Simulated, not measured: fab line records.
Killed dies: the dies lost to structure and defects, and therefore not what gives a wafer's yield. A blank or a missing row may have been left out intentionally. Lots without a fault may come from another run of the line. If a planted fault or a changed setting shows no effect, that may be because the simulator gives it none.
Which of the tools did it?	flow nand_harc	15 lots, 42 wafers sampled, at 5 steps of a route of 1159

WHAT THE GAUGES SHOWED, per wafer
NHARC_A_SOURCE_PLATE_THK_MEAS_09: measures by ellipsometry.
lot	measured	on	thk_nm (nm)
L662	day 7 06:43	film_metro-02	9.5 8.7 10.0
L663	day 7 14:00	film_metro-02	10.7 9.8 10.1
L664	day 7 14:01	film_metro-02	9.0 10.2 8.9
L665	day 7 23:29	film_metro-02	8.4 10.8 9.6
L666	day 7 23:29	film_metro-01	9.5 10.2 10.8
L668	day 8 05:10	film_metro-01	6.4 9.2 8.1
L667	day 8 05:10	film_metro-02	9.4 10.6 8.9
L669	day 8 22:13	film_metro-02	9.0 10.3 9.5
L670	day 8 22:13	film_metro-01	9.5 8.1 8.3
L671	day 9 02:29	film_metro-02	9.1 9.7 10.2
L673	day 9 15:26	film_metro-01	9.8 9.8 7.7
L674	day 10 11:25	film_metro-02	10.0 9.9
L676	day 10 18:47	film_metro-01	9.0 8.2
L678	day 11 04:28	film_metro-01	10.9 7.9
L684	day 12 08:51	film_metro-01	10.1 9.2 9.7

NHARC_A_ONON_D1_THK_MEAS_05: measures by ellipsometry.
lot	measured	on	thk_nm (nm)
L662	day 7 20:46	film_metro-02	982 979 982
L663	day 8 04:04	film_metro-01	993 994 992
L664	day 8 04:04	film_metro-02	1001 1001 1000
L665	day 8 14:08	film_metro-01	1003 1004 1004
L666	day 8 14:09	film_metro-02	999 1001 1001
L668	day 8 19:45	film_metro-01	994 995 993
L667	day 8 19:43	film_metro-02	995 996 995
L669	day 9 12:45	film_metro-01	1013 1016 1012
L670	day 9 12:45	film_metro-02	1017 1016 1016
L671	day 9 17:25	film_metro-01	1004 1004 1004
L673	day 10 05:41	film_metro-01	1004 1004 1004
L674	day 11 01:23	film_metro-02	454 1020
L676	day 11 08:52	film_metro-01	444 1009
L678	day 11 18:50	film_metro-02	423 422
L684	day 13 02:34	film_metro-01	999 999 1001

NHARC_END_SORT_01.
lot	measured	on	killed_at_array	killed_at_other	killed_at_periphery	killed_dies	killed_open	killed_short
L667	day 21 08:01	prober-01	8 11 10	3 3 1	3 5 9	14 19 20	2 5 3	1 2 3
L674	day 23 11:37	prober-02	673 34	0 3	4 2	677 39	4 2	3 2
L676	day 23 02:52	prober-01	672 37	3 2	2 2	677 41	3 8	2 2

TOOL THAT RAN EACH LOT (tool first, then ch and the chambers of the sampled wafers, then the start)
lot	NHARC_A_ZERO_WELL_ETCH_13	NHARC_A_ONON_D1_DEP_03
L662	rie_si-02 ch 1,3, day 6 22:12	pecvd_onon-01 ch 0, day 7 20:15
L663	rie_si-05 ch 0,1,3, day 7 04:05	pecvd_onon-03 ch 0, day 8 03:40
L664	rie_si-02 ch 0,2, day 7 04:14	pecvd_onon-02 ch 0, day 8 03:37
L665	rie_si-05 ch 1,3, day 7 14:41	pecvd_onon-03 ch 0, day 8 13:41
L666	rie_si-02 ch 0,1, day 7 15:25	pecvd_onon-02 ch 0, day 8 13:38
L668	rie_si-02 ch 0,1,3, day 7 20:42	pecvd_onon-03 ch 0, day 8 19:14
L667	rie_si-04 ch 1,3, day 7 21:05	pecvd_onon-01 ch 0, day 8 19:13
L669	rie_si-02 ch 0,1,3, day 8 13:43	pecvd_onon-03 ch 0, day 9 12:17
L670	rie_si-02 ch 1,2, day 8 16:32	pecvd_onon-02 ch 0, day 9 12:21
L671	rie_si-04 ch 0,1, day 8 18:00	pecvd_onon-02 ch 0, day 9 16:55
L673	rie_si-02 ch 0,2, day 9 08:47	pecvd_onon-03 ch 0, day 10 05:14
L674	rie_si-04 ch 1,2, day 9 23:39	pecvd_onon-03 ch 0, day 11 00:56
L676	rie_si-02 ch 1,2, day 10 07:16	pecvd_onon-03 ch 0, day 11 08:31
L678	rie_si-04 ch 2,3, day 10 19:52	pecvd_onon-03 ch 0, day 11 18:23
L684	rie_si-04 ch 0,1,3, day 12 00:19	pecvd_onon-01 ch 0, day 13 02:03
- NHARC_A_ZERO_WELL_ETCH_13: etches the open film in HBr/Cl2, target depth 120 nm, time 40.1 s.
- NHARC_A_ONON_D1_DEP_03: target thk 1000 nm.

AS READ BY THE TOOLS THEMSELVES (means over the sampled wafers that have a number; for cases with no such wafer, the mark the record gives instead)
NHARC_A_ZERO_WELL_ETCH_13.
lot	tool	drypump_motor_current_A (A)	oes_product_au (a.u.)	throttle_valve_pct (%)
L662	rie_si-02	5.8	1.003	26.405
L663	rie_si-05	5.6	1.003	26.411
L664	rie_si-02	5.6	1.008	26.401
L665	rie_si-05	6.1	0.989	26.408
L666	rie_si-02	6.0	1.003	26.402
L668	rie_si-02	5.8	1.003	26.408
L667	rie_si-04	5.8	0.999	26.416
L669	rie_si-02	5.9	1.003	26.404
L670	rie_si-02	5.5	1.005	26.405
L671	rie_si-04	6.0	0.996	26.407
L673	rie_si-02	5.3	1.008	26.406
L674	rie_si-04	5.2	0.990	26.404
L676	rie_si-02	5.4	0.986	26.387
L678	rie_si-04	5.9	0.994	26.406
L684	rie_si-04	6.0	0.993	26.403

NHARC_A_ONON_D1_DEP_03.
lot	tool	n2o_flow_sccm (sccm)
L662	pecvd_onon-01	2008
L663	pecvd_onon-03	2006
L664	pecvd_onon-02	1996
L665	pecvd_onon-03	2001
L666	pecvd_onon-02	1997
L668	pecvd_onon-03	1986
L667	pecvd_onon-01	1998
L669	pecvd_onon-03	1995
L670	pecvd_onon-02	2004
L671	pecvd_onon-02	2002
L673	pecvd_onon-03	1995
L674	pecvd_onon-03	1995
L676	pecvd_onon-03	1994
L678	pecvd_onon-03	1999
L684	pecvd_onon-01	2005

THE ANSWER, worked out from the rows above alone
Rule: the lots themselves supply what counts as usual. The widest of any qualifying gaps counts: lots, ordered by their means at a reading, are off when they make up no more than a third of the lots, leave a main group of 4 or more, and stand apart from it by 3 or more times the standard deviation of that group's means. If all means in a main group match to the digits the tables above print for the reading, that group is not used. A lot without any number at a reading at which 4 lots or more have one is off too. All remaining lots with rows at the step are treated as sound. After the gauges, taken in route order, come the tools' own readings; for these a lot's mean is taken, as printed above. The first step at which some lot is off is used, and at that step the reading that is off furthest; a lot without a number counts as furthest.
Off: L674, L676, L678 (NHARC_A_ONON_D1_THK_MEAS_05, thk_nm). The main group has a mean of 1000 nm with a standard deviation of 9.
If a tool, at a process step before that reading, ran all the lots that are off and no sound lot after the first of them, it fits. The gauges at NHARC_A_ONON_D1_THK_MEAS_05 are tried like those tools. One fits: NHARC_A_ONON_D1_DEP_03 on pecvd_onon-03. Its last sound lot is L673 (day 10 05:14), its first lot that is off L674 (day 11 00:56): a fault that began between those two fits.

WHAT HAD BEEN PUT IN BY THE SIMULATOR
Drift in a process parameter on pecvd_onon-03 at NHARC_A_ONON_D1_DEP_03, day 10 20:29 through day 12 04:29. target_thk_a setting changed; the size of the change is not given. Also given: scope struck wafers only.
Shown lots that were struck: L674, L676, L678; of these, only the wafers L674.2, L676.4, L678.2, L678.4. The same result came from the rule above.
